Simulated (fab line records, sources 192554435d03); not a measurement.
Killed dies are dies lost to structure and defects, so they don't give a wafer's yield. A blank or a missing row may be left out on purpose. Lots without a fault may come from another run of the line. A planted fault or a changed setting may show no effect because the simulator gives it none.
fab line records | flow n5_finfet
record lots=5 wafers=15 last_day=17
route steps=1938 shown HKMG_FIN@405
lots that met no fault: from a run of the same line without faults
start_h: hours from the record's first day to the start of the lot's first wafer shown | wait_h: hours since the lot's step before | " the same as in the row above | L1.1+2: a row that stands for several wafers | - no value, or no start given | * or withheld: withheld | < > ~ a bound
route shown NAME@n: a module of which the file shows steps, and the number in the route of the first | usual: mean/standard deviation of fault-free wafers | same: alike in all rows | chamber/n: place in a boat | sites: the reading at each site | _std_site: their standard deviation | _edge_site: outer sites' mean less inner sites' | radius_mm: how far each site lies from the wafer's centre | mask NAME#n: copy n | behind: the tool/chamber that last shaped the wafer | hold: why the lot was held/for how many hours/how that ended | device: the transistor (n, p or np) that didn't switch | end of line: the same wafers' tests at the end of the route | a step without rows: its recipe alone | killed: dies lost to structure and defects at the first sort, not the wafer's yield | map: a wafer's dies, x killed, . not, _ none there
set.NAME: the setting as run; set.NAME@STEP: as run at that earlier step | model.NAME: the simulator's own value behind a step, which no gauge read
lots at some steps of the route; a table a step, a row a wafer
services: from which hour (start_h, from the record's first day; less than 0 if before it) a tool's chamber was out of use, for how many hours, and why
## steps
# step N5_HKMG_FIN_STRIP_57
# recipe chemistry=CF4 resist=SiARC power_w=300 bias_power_w=75 pressure_mtorr=50 cf4_flow_sccm=150 rf_frequency_hz=6e+07
# usual drypump_motor_current_A=5.7/0.41 oes_product_au=0.78/0.096 power_w=299.9/0.89 rf_vpp_V=270.5/1.3 showerhead_plenum_p_Torr=1.77/0.044 throttle_valve_pct=13.65/0.28
# columns lot.wafer tool chamber start_h wait_h drypump_motor_current_A oes_product_au power_w rf_hours_counter_h rf_vpp_V showerhead_plenum_p_Torr throttle_valve_pct
L077.1 rie_diel-05 2 91.25 0.0 6.2 0.69 299.5 225 272.8 1.84 13.95
L077.3 " 3 " " 5.8 0.73 300.0 187 269.6 1.79 13.67
L077.4 " 1 " " 5.1 0.67 298.9 242 270.5 1.76 13.74
L081.2 rie_diel-02 3 114.83 0.0 6.1 0.72 300.4 175 269.3 1.73 14.08
L081.4 " 0 " " 5.8 0.73 300.1 190 268.5 1.71 13.73
L081.6 " 3 " " 6.1 0.72 300.0 - 268.4 1.73 14.09
L087.2 rie_diel-05 2 149.56 0.0 6.2 0.67 299.4 248 272.3 1.83 14.00
L087.4 " 1 " " 5.1 0.96 298.8 9 269.5 1.75 13.22
L087.6 " 0 " " 5.6 0.85 301.8 - 269.8 1.75 13.38
L088.1 rie_diel-05 1 159.10 0.0 5.1 0.94 299.1 12 269.5 1.75 13.23
L088.4 " 3 " " 5.8 0.71 299.1 - 269.1 1.78 13.75
L088.6 " 3 " " 5.7 0.71 299.8 - 270.1 1.78 13.74
L097.4 rie_diel-02 1 217.79 0.0 5.0 0.71 299.8 197 268.4 1.72 13.67
L097.5 " 0 " " 5.9 0.70 300.9 - 270.4 1.70 13.83
L097.6 " 3 " " 6.1 0.69 299.6 - 268.8 1.72 14.17
# step N5_HKMG_FIN_ETCH_58
# recipe chemistry=N2/H2 target=SOC target_depth_a=2158 ion_energy_ev=50 bias_w=13 time_s=741 pressure_mtorr=30 source_w=875 n2_flow_sccm=200 h2_flow_sccm=200
# usual bias_w=13.00/0.039 drypump_motor_current_A=5.7/0.41 oes_product_au=0.79/0.1 rf_vpp_V=99.0/0.91 showerhead_plenum_p_Torr=2.51/0.067 throttle_valve_pct=17.87/0.24
# columns lot.wafer tool chamber start_h wait_h bias_w drypump_motor_current_A oes_product_au rf_hours_counter_h rf_vpp_V showerhead_plenum_p_Torr throttle_valve_pct
L077.1 rie_diel-05 2 91.27 0.0 12.97 6.3 0.69 226 99.2 2.61 18.07
L077.3 " 3 " " 13.02 5.8 0.74 187 98.0 2.52 17.80
L077.4 " 1 " " 13.03 5.1 0.68 242 99.3 2.52 18.01
L081.2 rie_diel-02 3 114.85 0.0 13.10 6.1 0.72 175 99.5 2.43 18.28
L081.4 " 0 " " 12.94 5.9 0.70 190 99.1 2.42 18.00
L081.6 " 3 " " 13.06 6.1 0.73 - 98.3 2.43 18.27
L087.2 rie_diel-05 2 149.58 0.0 12.97 6.3 0.68 248 101.0 2.60 18.13
L087.4 " 1 " " 13.01 5.1 0.97 9 99.9 2.51 17.63
L087.6 " 0 " " 13.04 5.6 0.86 - 98.4 2.48 17.62
L088.1 rie_diel-05 1 159.13 0.0 13.04 5.1 0.96 12 98.6 2.51 17.63
L088.4 " 3 " " 13.04 5.7 0.71 - 100.4 2.51 17.82
L088.6 " 3 " " 13.03 5.7 0.72 - 99.2 2.51 17.85
L097.4 rie_diel-02 1 217.81 0.0 13.01 5.0 0.71 197 99.1 2.42 17.82
L097.5 " 0 " " 12.95 5.9 0.69 - 98.7 2.40 18.04
L097.6 " 3 " " 13.02 6.1 0.71 - 97.3 2.42 18.35
# step N5_HKMG_FIN_STRIP_93
# recipe chemistry=N2/H2 material=SOC time_s=20 power_w=500 temp_c=40 pressure_mtorr=50 rf_frequency_hz=6e+07 bias_power_w=8 h2_frac=0.5 n2_flow_sccm=300 h2_flow_sccm=300
# usual drypump_motor_current_A=5.8/0.42 oes_product_au=0.79/0.1 power_w=500.1/1.3 rf_vpp_V=54.2/0.79 showerhead_plenum_p_Torr=3.31/0.085 throttle_valve_pct=19.10/0.28
# columns lot.wafer tool chamber start_h wait_h drypump_motor_current_A oes_product_au power_w rf_hours_counter_h rf_vpp_V showerhead_plenum_p_Torr throttle_valve_pct
L077.1 rie_diel-05 2 91.70 0.2 6.2 0.70 501.0 226 54.5 3.45 19.20
L077.3 " 3 " " 5.8 0.74 499.3 187 53.0 3.33 19.07
L077.4 " 1 " " 5.1 0.67 501.1 243 55.3 3.32 19.39
L081.2 rie_diel-02 3 115.28 0.2 6.1 0.74 500.6 175 53.6 3.22 19.40
L081.4 " 0 " " 5.9 0.72 502.0 190 52.5 3.20 19.32
L081.6 " 3 " " 6.1 0.72 498.7 - 54.0 3.22 19.40
L087.2 rie_diel-05 2 150.01 0.2 6.2 0.69 499.7 248 55.7 3.44 19.23
L087.4 " 1 " " 5.1 0.98 496.4 9 53.6 3.31 19.03
L087.6 " 0 " " 5.6 0.86 498.6 - 54.4 3.28 18.73
L088.1 rie_diel-05 1 159.77 0.4 5.1 0.96 500.8 13 53.8 3.31 19.05
L088.4 " 3 " " 5.8 0.72 501.1 - 53.5 3.31 19.11
L088.6 " 3 " " 5.8 0.72 499.6 - 53.9 3.31 19.12
L097.4 rie_diel-02 1 218.23 0.2 5.0 0.71 499.8 197 54.0 3.21 19.03
L097.5 " 0 " " 5.9 0.69 500.2 - 54.5 3.18 19.38
L097.6 " 3 " " 6.1 0.70 501.0 - 53.6 3.20 19.44
# step N5_HKMG_FIN_WET_ETCH_76
# recipe chemistry=dNH4OH mix=1:50 temp_c=25 target=Al2O3 stop_on=La2O3 target_depth_nm=2.25 dry=ipa_marangoni rinse_time_s=30 rinse_temp_c=23
# columns lot.wafer tool chamber start_h wait_h
L077.1+3+4 wet_bench-05 3,0,7 91.78 0.1
L081.2+4+6 wet_bench-01 7,3,6 115.36 0.1
L087.2+4+6 wet_bench-05 7,3,0 150.09 0.1
L088.1+4+6 wet_bench-05 6,5,2 159.88 0.1
L097.4+5+6 wet_bench-03 6,1,0 218.32 0.1
# step N5_HKMG_FIN_STRIP_60
# recipe chemistry=N2/H2 power_w=2500 temp_c=300 h2_frac=0.65 time_s=360 pressure_mtorr=withheld n2_flow_sccm=1750 h2_flow_sccm=3250
# usual drypump_motor_current_A=5.5/0.39 heater_power_w=477/52
# columns lot.wafer tool chamber start_h wait_h drypump_motor_current_A heater_power_w rf_hours_counter_h
L077.1 plasma_asher-02 1 91.85 0.0 6.2 450 85
L077.3 " 0 " " 5.7 414 -
L077.4 " 1 " " 6.2 445 -
L081.2 plasma_asher-01 1 115.43 0.0 5.1 556 50
L081.4 " 0 " " 5.6 446 -
L081.6 " 0 " " 5.6 432 -
L087.2 plasma_asher-02 0 150.16 0.0 5.7 417 93
L087.4 " 1 " " 6.2 442 -
L087.6 " 1 " " 6.2 441 -
L088.1 plasma_asher-01 1 159.95 0.0 5.0 544 63
L088.4 " 0 " " 5.6 451 -
L088.6 " 0 " " 5.6 437 -
L097.4 plasma_asher-01 0 218.50 0.1 5.6 461 -
L097.5 " 1 " " 5.1 547 -
L097.6 " 0 " " 5.6 440 -
# step N5_HKMG_FIN_WET_ETCH_77
# recipe chemistry=dHCl mix=1:10000 temp_c=25 target=La2O3 stop_on=HfO2 target_depth_nm=2
# columns lot.wafer tool chamber start_h wait_h
L077.1+3+4 wet_bench-03 1,2,3 92.23 0.3
L081.2+4+6 wet_bench-03 2,6,0 115.82 0.3
L087.2+4+6 wet_bench-05 4,2,7 150.55 0.3
L088.1+4+6 wet_bench-03 0,5,6 160.34 0.3
L097.4+5+6 wet_bench-05 3,0,2 218.77 0.1
# step N5_HKMG_FIN_WET_ETCH_78
# recipe chemistry=dNH4OH mix=1:50 temp_c=25 target=Al2O3 stop_on=La2O3 target_depth_nm=4.5 dry=ipa_marangoni rinse_time_s=30 rinse_temp_c=23
# columns lot.wafer tool chamber start_h wait_h
L077.1+3+4 wet_bench-03 1,2,3 92.26 0.0
L081.2+4+6 wet_bench-03 2,6,0 115.85 0.0
L087.2+4+6 wet_bench-05 4,2,7 150.58 0.0
L088.1+4+6 wet_bench-03 0,5,6 160.37 0.0
L097.4+5+6 wet_bench-05 3,0,2 218.80 0.0
# step N5_HKMG_FIN_ALD_79
# recipe material=TiN target_thk_a=15 temp_c=400 ald_precursor_family=TiCl4 ald_co_reactant=NH3 pulse_time_s=1 purge_time_s=3 co_reactant_purge_time_s=2 co_reactant_pulse_time_s=2 ald_cycles=68 pressure_torr=3
# usual heater_power_w=897/93 precursor_pulse_height_rel=1.000/0.019
# columns lot.wafer tool chamber start_h wait_h heater_power_w precursor_pulse_height_rel
L077.1 ald_metal-03 2 92.33 0.0 951 0.972
L077.3 " 0 " " 899 1.000
L077.4 " 1 " " 1000 0.973
L081.2 ald_metal-04 1 115.92 0.0 1017 0.997
L081.4 " 2 " " 880 1.006
L081.6 " 2 " " 884 1.020
L087.2 ald_metal-03 2 150.66 0.0 953 0.988
L087.4 " 1 " " 990 1.012
L087.6 " 0 " " 888 0.992
L088.1 ald_metal-01 0 160.44 0.0 842 0.983
L088.4 " 3 " " 871 0.963
L088.6 " 2 " " 750 0.997
L097.4 ald_metal-03 2 218.88 0.0 947 1.001
L097.5 " 2 " " 965 1.032
L097.6 " 3 " " 804 0.979
# step N5_HKMG_FIN_CVD_62
# recipe material=a-Si target_thk_a=30 temp_c=500 precursor=Si2H6 pressure_torr=1 time_s=20.8
# usual heater_power_w=1361/64
# columns lot.wafer tool chamber start_h wait_h heater_power_w
L077.1 thermal_cvd_si-01 0 92.70 0.2 1432
L077.3 " 1 " " 1242
L077.4 " 1 " " 1218
L081.2 thermal_cvd_si-01 0 116.28 0.2 1398
L081.4 " 2 " " 1322
L081.6 " 0 " " 1417
L087.2 thermal_cvd_si-01 1 151.03 0.2 1263
L087.4 " 2 " " 1329
L087.6 " 0 " " 1455
L088.1 thermal_cvd_si-02 0 160.81 0.2 1427
L088.4 " 2 " " 1387
L088.6 " 0 " " 1402
L097.4 thermal_cvd_si-01 0 219.29 0.2 1395
L097.5 " 1 " " 1281
L097.6 " 2 " " 1316
# step N5_HKMG_FIN_RTA_80
# recipe temp_c=withheld time_s=2 ambient=N2 idle_temp_c=600 ramp_up_c_per_s=150 ramp_down_c_per_s=60 cool_to_c=600
# columns lot.wafer tool chamber start_h wait_h
L077.1+3+4 rtp_anneal-01 0 92.83 0.1
L081.2+4+6 rtp_anneal-02 0 116.59 0.3
L087.2+4+6 rtp_anneal-02 0 151.19 0.1
L088.1+4+6 rtp_anneal-02 0 161.18 0.3
L097.4+5+6 rtp_anneal-01 0 219.44 0.1
# step N5_HKMG_FIN_PRECLEAN_64
# recipe chemistry=dHF time_s=30 temp_c=25 dilution=withheld
# columns lot.wafer tool chamber start_h wait_h
L077.1+3+4 wet_bench-01 0,4,2 92.98 0.1
L081.2+4+6 wet_bench-05 6,7,3 116.72 0.1
L087.2+4+6 wet_bench-01 6,2,0 151.36 0.2
L088.1+4+6 wet_bench-05 4,5,6 161.33 0.1
L097.4+5+6 wet_bench-03 3,5,0 219.54 0.1
# step N5_HKMG_FIN_WET_ETCH_65
# recipe chemistry=TMAH temp_c=70 conc_wt_pct=5 target=a-Si stop_on=TiN time_s=49 target_depth_nm=3
# columns lot.wafer tool chamber start_h wait_h
L077.1+3+4 wet_bench-01 0,4,2 92.99 0.0
L081.2+4+6 wet_bench-05 6,7,3 116.73 0.0
L087.2+4+6 wet_bench-01 6,2,0 151.37 0.0
L088.1+4+6 wet_bench-05 4,5,6 161.35 0.0
L097.4+5+6 wet_bench-03 3,5,0 219.55 0.0
# step N5_HKMG_FIN_WET_ETCH_81
# recipe chemistry=SC1 target=TiN stop_on=HfO2 mix=1:1:5 temp_c=60 time_s=57 target_depth_nm=6
# columns lot.wafer tool chamber start_h wait_h
L077.1+3+4 wet_bench-01 0,4,2 93.00 0.0
L081.2+4+6 wet_bench-05 6,7,3 116.74 0.0
L087.2+4+6 wet_bench-01 6,2,0 151.39 0.0
L088.1+4+6 wet_bench-05 4,5,6 161.36 0.0
L097.4+5+6 wet_bench-03 3,5,0 219.56 0.0
# step N5_HKMG_FIN_WET_ETCH_82
# recipe chemistry=dHCl mix=1:10000 temp_c=25 target=La2O3 stop_on=HfO2 target_depth_nm=2 dry=ipa_marangoni rinse_time_s=30 rinse_temp_c=23
# columns lot.wafer tool chamber start_h wait_h
L077.1+3+4 wet_bench-01 0,4,2 93.03 0.0
L081.2+4+6 wet_bench-05 6,7,3 116.78 0.0
L087.2+4+6 wet_bench-01 6,2,0 151.42 0.0
L088.1+4+6 wet_bench-05 4,5,6 161.39 0.0
L097.4+5+6 wet_bench-03 3,5,0 219.59 0.0
# step N5_HKMG_FIN_ALD_36
# recipe material=TiN target_thk_a=10 temp_c=400 ald_precursor_family=TiCl4 ald_co_reactant=NH3 pulse_time_s=1 purge_time_s=3 co_reactant_purge_time_s=2 co_reactant_pulse_time_s=2 ald_cycles=47 pressure_torr=3
# usual heater_power_w=906/97 precursor_pulse_height_rel=1.002/0.019
# columns lot.wafer tool chamber start_h wait_h heater_power_w precursor_pulse_height_rel
L077.1 ald_metal-01 0 93.09 0.0 834 1.007
L077.3 " 2 " " 746 0.974
L077.4 " 1 " " 1069 0.990
L081.2 ald_metal-03 0 116.84 0.0 889 1.024
L081.4 " 1 " " 1037 1.020
L081.6 " 0 " " 897 0.989
L087.2 ald_metal-04 3 151.49 0.0 816 1.004
L087.4 " 2 " " 874 0.983
L087.6 " 0 " " 920 1.001
L088.1 ald_metal-01 0 161.45 0.0 815 1.020
L088.4 " 2 " " 751 0.978
L088.6 " 1 " " 1080 1.000
L097.4 ald_metal-04 3 219.65 0.0 820 1.024
L097.5 " 0 " " 925 0.988
L097.6 " 1 " " 1009 1.005
# step N5_HKMG_FIN_THK_MEAS_70
# recipe thk_meas_gauge=xrf reads=HfO2_of_HKMG_FIN_HK_ALD_01
# usual HK_THK=1.608/0.02
# columns lot.wafer tool chamber start_h wait_h HK_THK[nm]
L077.1 film_metro-01 - 93.38 0.2 1.625
L077.3 " - " " 1.626
L077.4 " - " " 1.617
L081.2 film_metro-02 - 117.12 0.2 1.589
L081.4 " - " " 1.615
L081.6 " - " " 1.592
L087.2 film_metro-01 - 151.77 0.2 1.610
L087.4 " - " " 1.590
L087.6 " - " " 1.593
L088.1 film_metro-02 - 161.73 0.2 1.518
L088.4 " - " " 1.621
L088.6 " - " " 1.577
L097.4 film_metro-01 - 219.94 0.2 1.611
L097.5 " - " " 1.605
L097.6 " - " " 1.606
# step N5_HKMG_FIN_PWFM_ALD_03
# recipe material=TiN target_thk_a=20 temp_c=400 ald_precursor_family=TiCl4 ald_co_reactant=NH3 pulse_time_s=1 purge_time_s=3 co_reactant_purge_time_s=2 co_reactant_pulse_time_s=2 ald_cycles=91 pressure_torr=3
# usual heater_power_w=905/100 precursor_pulse_height_rel=0.999/0.021
# columns lot.wafer tool chamber start_h wait_h heater_power_w precursor_pulse_height_rel
L077.1 ald_metal-01 2 93.41 0.0 727 0.974
L077.3 " 1 " " 1073 0.986
L077.4 " 2 " " 749 1.017
L081.2 ald_metal-04 1 117.15 0.0 1014 1.021
L081.4 " 2 " " 871 0.993
L081.6 " 3 " " 830 0.981
L087.2 ald_metal-04 2 151.80 0.0 850 1.016
L087.4 " 0 " " 966 0.995
L087.6 " 3 " " 800 0.952
L088.1 ald_metal-03 1 161.77 0.0 1013 1.020
L088.4 " 0 " " 889 1.043
L088.6 " 3 " " 803 1.011
L097.4 ald_metal-01 0 219.97 0.0 840 1.002
L097.5 " 0 " " 840 1.011
L097.6 " 1 " " 1071 1.005
# step N5_HKMG_FIN_COAT_29
# recipe resist=SOC temp_c=250 time_s=60 spin_rpm=1500 resist_thk_nm=300
# usual dispense_pressure_kPa=47.2/2.9 heater_power_total_W=500.7/1.8 spin_speed_rpm=1500.1/1.1
# columns lot.wafer tool chamber start_h wait_h dispense_pressure_kPa heater_power_total_W spin_speed_rpm
L077.1 litho_track-05 0 93.88 0.2 41.5 499.7 1498.5
L077.3 " 0 " " 41.5 501.1 1500.2
L077.4 " 0 " " 41.5 500.6 1499.4
L081.2 litho_track-02 0 117.62 0.2 48.9 500.9 1500.7
L081.4 " 0 " " 48.9 502.5 1498.2
L081.6 " 0 " " 48.9 498.6 1499.4
L087.2 litho_track-02 0 152.27 0.2 48.9 503.1 1499.4
L087.4 " 0 " " 48.9 499.2 1498.4
L087.6 " 0 " " 48.9 502.2 1501.4
L088.1 litho_track-02 0 162.24 0.2 48.9 502.6 1501.3
L088.4 " 0 " " 48.9 497.3 1499.9
L088.6 " 0 " " 48.9 500.1 1499.5
L097.4 litho_track-02 0 220.44 0.2 48.9 498.3 1499.5
L097.5 " 0 " " 48.9 499.0 1499.4
L097.6 " 0 " " 48.9 499.4 1499.6
# step N5_HKMG_FIN_COAT_30
# recipe resist=SiARC temp_c=220 time_s=60 spin_rpm=1500 resist_thk_nm=35
# usual dispense_pressure_kPa=47.1/2.9 heater_power_total_W=427.6/2.1 spin_speed_rpm=1499.9/1
# columns lot.wafer tool chamber start_h wait_h dispense_pressure_kPa heater_power_total_W spin_speed_rpm
L077.1 litho_track-05 0 - - 41.5 429.6 1499.1
L077.3 " 0 " " 41.5 430.8 1499.9
L077.4 " 0 " " 41.4 426.5 1499.9
L081.2 litho_track-02 0 - - 48.9 430.7 1501.5
L081.4 " 0 " " 48.9 427.2 1500.9
L081.6 " 0 " " 48.8 425.2 1501.4
L087.2 litho_track-02 0 - - 48.9 430.8 1500.2
L087.4 " 0 " " 48.8 427.2 1500.5
L087.6 " 0 " " 48.8 430.9 1499.2
L088.1 litho_track-02 0 - - 48.9 430.5 1499.0
L088.4 " 0 " " 48.9 429.6 1498.3
L088.6 " 0 " " 48.9 427.4 1498.4
L097.4 litho_track-02 0 - - 48.9 428.6 1500.0
L097.5 " 0 " " 48.9 428.0 1499.4
L097.6 " 0 " " 48.9 430.0 1497.5
# step N5_HKMG_FIN_COAT_06
# recipe resist=CAR-ArF spin_rpm=1500 resist_thk_nm=90
# usual dispense_pressure_kPa=47.2/2.9 spin_speed_rpm=1499.8/1.1
# columns lot.wafer tool chamber start_h wait_h dispense_pressure_kPa spin_speed_rpm
L077.1 litho_track-05 0 - - 41.5 1501.2
L077.3 " 0 " " 41.5 1499.8
L077.4 " 0 " " 41.5 1499.7
L081.2 litho_track-02 0 - - 48.8 1499.8
L081.4 " 0 " " 48.8 1499.9
L081.6 " 0 " " 48.8 1499.9
L087.2 litho_track-02 0 - - 48.8 1499.3
L087.4 " 0 " " 48.8 1498.4
L087.6 " 0 " " 48.9 1499.5
L088.1 litho_track-02 0 - - 48.8 1499.8
L088.4 " 0 " " 48.9 1499.6
L088.6 " 0 " " 48.9 1498.9
L097.4 litho_track-02 0 - - 48.9 1500.9
L097.5 " 0 " " 48.8 1499.4
L097.6 " 0 " " 48.8 1500.2
# step N5_HKMG_FIN_EBR_08
# recipe solvent=PGMEA ebr_width_mm=1.5
# columns lot.wafer tool chamber start_h wait_h
L077.1+3+4 litho_track-05 0 - -
L081.2+4+6 litho_track-02 0 - -
L087.2+4+6 litho_track-02 0 - -
L088.1+4+6 litho_track-02 0 - -
L097.4+5+6 litho_track-02 0 - -
# step N5_HKMG_FIN_SOFTBAKE_07
# recipe temp_c=110 time_s=60 resist=CAR-ArF
# usual heater_power_total_W=175.2/1.6
# columns lot.wafer tool chamber start_h wait_h heater_power_total_W
L077.1 litho_track-05 0 - - 177.0
L077.3 " 0 " " 175.4
L077.4 " 0 " " 175.6
L081.2 litho_track-02 0 - - 173.0
L081.4 " 0 " " 176.1
L081.6 " 0 " " 175.3
L087.2 litho_track-02 0 - - 176.0
L087.4 " 0 " " 177.3
L087.6 " 0 " " 177.5
L088.1 litho_track-02 0 - - 175.0
L088.4 " 0 " " 173.0
L088.6 " 0 " " 174.3
L097.4 litho_track-02 0 - - 173.3
L097.5 " 0 " " 175.6
L097.6 " 0 " " 173.0
# step N5_HKMG_FIN_EXPOSE_09
# recipe mask_id=NWFM na=1.35 source_shape=conventional sigma_outer=0.8 polarization=unpolarized dose_mj=39.25
# same sigma_outer=0.8
# columns lot.wafer tool chamber start_h wait_h mask
L077.1+3+4 arfi_scanner-02 0 94.00 - NWFM#0
L081.2+4+6 arfi_scanner-03 0 117.87 - NWFM#0
L087.2+4+6 arfi_scanner-03 0 152.52 - NWFM#0
L088.1+4+6 arfi_scanner-01 0 162.48 - NWFM#0
L097.4+5+6 arfi_scanner-01 0 220.58 - NWFM#0
# step N5_HKMG_FIN_PEB_10
# recipe peb_temp_c=withheld peb_time_s=60 resist=CAR-ArF
# columns lot.wafer tool chamber start_h wait_h
L077.1+3+4 litho_track-02 0 94.06 0.1
L081.2+4+6 litho_track-01 0 117.93 0.0
L087.2+4+6 litho_track-02 0 152.58 0.0
L088.1+4+6 litho_track-01 0 162.54 0.1
L097.4+5+6 litho_track-01 0 220.62 0.0
# step N5_HKMG_FIN_DEVELOP_11
# recipe develop_time_s=30 developer=TMAH resist=CAR-ArF dev_temp_c=23 rinse_liquid=diw dry=air_spin
# columns lot.wafer tool chamber start_h wait_h
L077.1+3+4 litho_track-02 0 - -
L081.2+4+6 litho_track-01 0 - -
L087.2+4+6 litho_track-02 0 - -
L088.1+4+6 litho_track-01 0 - -
L097.4+5+6 litho_track-01 0 - -
# step N5_HKMG_FIN_CD_MEAS_12
# recipe target_cd_nm=92.8 landing_energy_ev=500 detector=se_inlens
# usual cd_nm=92.9/0.55
# columns lot.wafer tool chamber start_h wait_h cd_nm
L077.1 cd_sem-02 0 94.12 - 92.7
L077.3 " 0 " " 92.4
L077.4 " 0 " " 92.5
L081.2 cd_sem-02 0 117.99 - 93.6
L081.4 " 0 " " 93.0
L081.6 " 0 " " 92.4
L087.2 cd_sem-03 0 152.64 - 93.4
L087.4 " 0 " " 93.1
L087.6 " 0 " " 93.1
L088.1 cd_sem-03 0 162.61 - 93.9
L088.4 " 0 " " 93.3
L088.6 " 0 " " 93.3
L097.4 cd_sem-03 0 220.69 - 93.1
L097.5 " 0 " " 94.2
L097.6 " 0 " " 94.1
# step N5_HKMG_FIN_OVL_MEAS_13
# recipe points_per_wafer=44
# usual NWFM_OVL=0.5/0.76
# same points_per_wafer=44
# columns lot.wafer tool chamber start_h wait_h NWFM_OVL[nm]
L077.1 overlay-02 0 94.15 0.0 -0.5
L077.3 " 0 " " -0.8
L077.4 " 0 " " 0.6
L081.2 overlay-01 0 118.02 0.0 1.1
L081.4 " 0 " " 1.2
L081.6 " 0 " " 0.7
L087.2 overlay-02 0 152.67 0.0 0.9
L087.4 " 0 " " 0.7
L087.6 " 0 " " 0.3
L088.1 overlay-02 0 162.64 0.0 0.8
L088.4 " 0 " " -0.4
L088.6 " 0 " " -0.4
L097.4 overlay-01 0 220.71 0.0 1.6
L097.5 " 0 " " 1.6
L097.6 " 0 " " 2.3
# step N5_HKMG_FIN_INSPECT_14
# recipe mode=adi inspect_instrument=macro
# usual raw_defect_count=2.3/1.5
# columns lot.wafer tool chamber start_h wait_h raw_defect_count
L077.1 defect_inspect-01 - 94.18 0.0 2
L077.3 " - " " 1
L077.4 " - " " 1
L081.2 defect_inspect-01 - 118.05 0.0 4
L081.4 " - " " 1
L081.6 " - " " 6
L087.2 defect_inspect-01 - 152.70 0.0 1
L087.4 " - " " 5
L087.6 " - " " 4
L088.1 defect_inspect-01 - 162.66 0.0 3
L088.4 " - " " 3
L088.6 " - " " 2
L097.4 defect_inspect-01 - 220.74 0.0 0
L097.5 " - " " 1
L097.6 " - " " 0
# step N5_HKMG_FIN_DESCUM_17
# recipe chemistry=O2 time_s=7.9 source_power_w=50 bias_power_w=20 pressure_mtorr=20 rf_frequency_hz=2.712e+07 temp_c=40 resist=CAR-ArF o2_flow_sccm=225
# usual drypump_motor_current_A=5.8/0.35 oes_product_au=0.78/0.095 rf_vpp_V=242.6/1.3 showerhead_plenum_p_Torr=2.05/0.053 throttle_valve_pct=20.50/0.25
# columns lot.wafer tool chamber start_h wait_h drypump_motor_current_A oes_product_au rf_hours_counter_h rf_vpp_V showerhead_plenum_p_Torr throttle_valve_pct
L077.1 rie_diel-06 0 94.21 0.0 5.8 0.67 247 241.9 2.06 20.71
L077.3 " 2 " " 5.9 0.69 239 243.9 2.07 20.36
L077.4 " 3 " " 6.2 0.78 138 243.0 2.02 20.49
L081.2 rie_diel-02 1 118.08 0.0 5.0 0.73 165 241.0 2.00 20.34
L081.4 " 0 " " 5.9 0.72 192 241.3 2.00 20.62
L081.6 " 2 " " 6.1 0.76 - 244.0 2.18 20.89
L087.2 rie_diel-02 3 152.73 0.0 6.1 0.72 185 242.9 1.99 20.90
L087.4 " 2 " " 6.2 0.75 173 245.0 2.18 20.89
L087.6 " 2 " " 6.2 0.75 - 245.8 2.18 20.88
L088.1 rie_diel-05 1 162.69 0.0 5.1 0.95 14 242.1 2.04 20.10
L088.4 " 3 " " 5.7 0.71 - 242.9 2.06 20.39
L088.6 " 1 " " 5.1 0.94 - 242.3 2.04 20.11
L097.4 rie_diel-06 3 220.79 0.1 6.2 0.75 176 241.9 2.00 20.54
L097.5 " 3 " " 6.2 0.75 - 241.8 2.00 20.53
L097.6 " 2 " " 5.9 0.92 - 242.3 2.06 20.08
# step N5_HKMG_FIN_ETCH_31
# recipe chemistry=CF4 target=SiARC target_depth_a=455 mask_material=CAR-ArF time_s=75.8 ion_energy_ev=80 pressure_mtorr=40 source_w=545 bias_w=36 Ar_flow_sccm=100 cf4_flow_sccm=100 ends=cleared
# usual bias_w=36.01/0.1 drypump_motor_current_A=5.8/0.35 etch_rf_on_time_s=75.7/1.2 mfc_ar_sccm=100.0/0.32 oes_product_au=0.67/0.081 rf_vpp_V=183.7/1 showerhead_plenum_p_Torr=2.11/0.05 throttle_valve_pct=15.70/0.26
# columns lot.wafer tool chamber start_h wait_h bias_w drypump_motor_current_A etch_rf_on_time_s mfc_ar_sccm oes_product_au rf_hours_counter_h rf_vpp_V showerhead_plenum_p_Torr throttle_valve_pct
L077.1 rie_diel-06 0 94.25 0.0 35.82 5.8 76.5 100.4 0.57 247 183.0 2.11 15.94
L077.3 " 2 " " 36.19 5.9 75.5 100.0 0.59 239 182.8 2.11 15.59
L077.4 " 3 " " 35.98 6.2 75.0 100.1 0.67 138 182.5 2.07 15.68
L081.2 rie_diel-02 1 118.12 0.0 35.86 5.0 75.9 100.1 0.64 165 183.7 2.06 15.63
L081.4 " 0 " " 36.10 5.9 78.4 99.8 0.61 192 183.2 2.04 15.73
L081.6 " 2 " " 35.91 6.1 76.2 100.7 0.66 - 185.4 2.22 15.98
L087.2 rie_diel-02 3 152.76 0.0 35.98 6.1 75.6 100.3 0.61 185 181.9 2.05 16.14
L087.4 " 2 " " 36.09 6.2 76.9 100.0 0.64 173 184.8 2.22 16.00
L087.6 " 2 " " 35.93 6.2 77.1 100.4 0.63 - 184.4 2.22 16.04
L088.1 rie_diel-05 1 162.75 0.0 35.96 5.1 75.8 100.0 0.81 14 183.9 2.10 15.30
L088.4 " 3 " " 35.99 5.8 74.9 100.3 0.62 - 182.5 2.12 15.75
L088.6 " 1 " " 35.97 5.1 75.5 99.9 0.82 - 184.3 2.10 15.28
L097.4 rie_diel-06 3 220.83 0.0 35.89 6.2 76.3 100.5 0.63 176 183.3 2.06 15.75
L097.5 " 3 " " 35.84 6.2 75.9 100.5 0.63 - 181.8 2.06 15.72
L097.6 " 2 " " 36.00 5.9 75.4 99.6 0.79 - 184.6 2.10 15.19
## services
# columns tool chamber start_h hours kind
ald_metal-03 - 68.26 1.0 repair
ald_metal-01 - 69.60 14.6 pm
arfi_scanner-03 - 78.96 1.0 pm
ald_metal-01 3 85.92 15.1 repair
arfi_scanner-01 - 90.73 0.8 pm
rie_diel-02 2 90.82 4.3 repair
arfi_scanner-01 - 94.72 0.3 repair
arfi_scanner-01 - 104.65 0.4 repair
arfi_scanner-03 - 111.17 0.8 pm
plasma_asher-02 - 112.53 15.6 pm
arfi_scanner-01 - 115.63 1.3 pm
rie_diel-05 3 117.14 1.4 repair
wet_bench-03 - 127.29 1.1 repair
arfi_scanner-01 - 137.50 1.9 repair
wet_bench-05 - 148.14 1.9 pm
wet_bench-01 - 148.17 3.1 repair
arfi_scanner-01 - 151.50 0.7 repair
rie_diel-05 0 158.30 8.1 repair
wet_bench-05 - 165.64 5.0 repair
rie_diel-02 2 180.54 3.9 repair
rie_diel-05 3 185.11 4.9 repair
ald_metal-03 - 206.09 6.0 pm
plasma_asher-01 - 208.67 0.9 repair
rie_diel-06 2 209.85 1.5 repair
## key
fault none
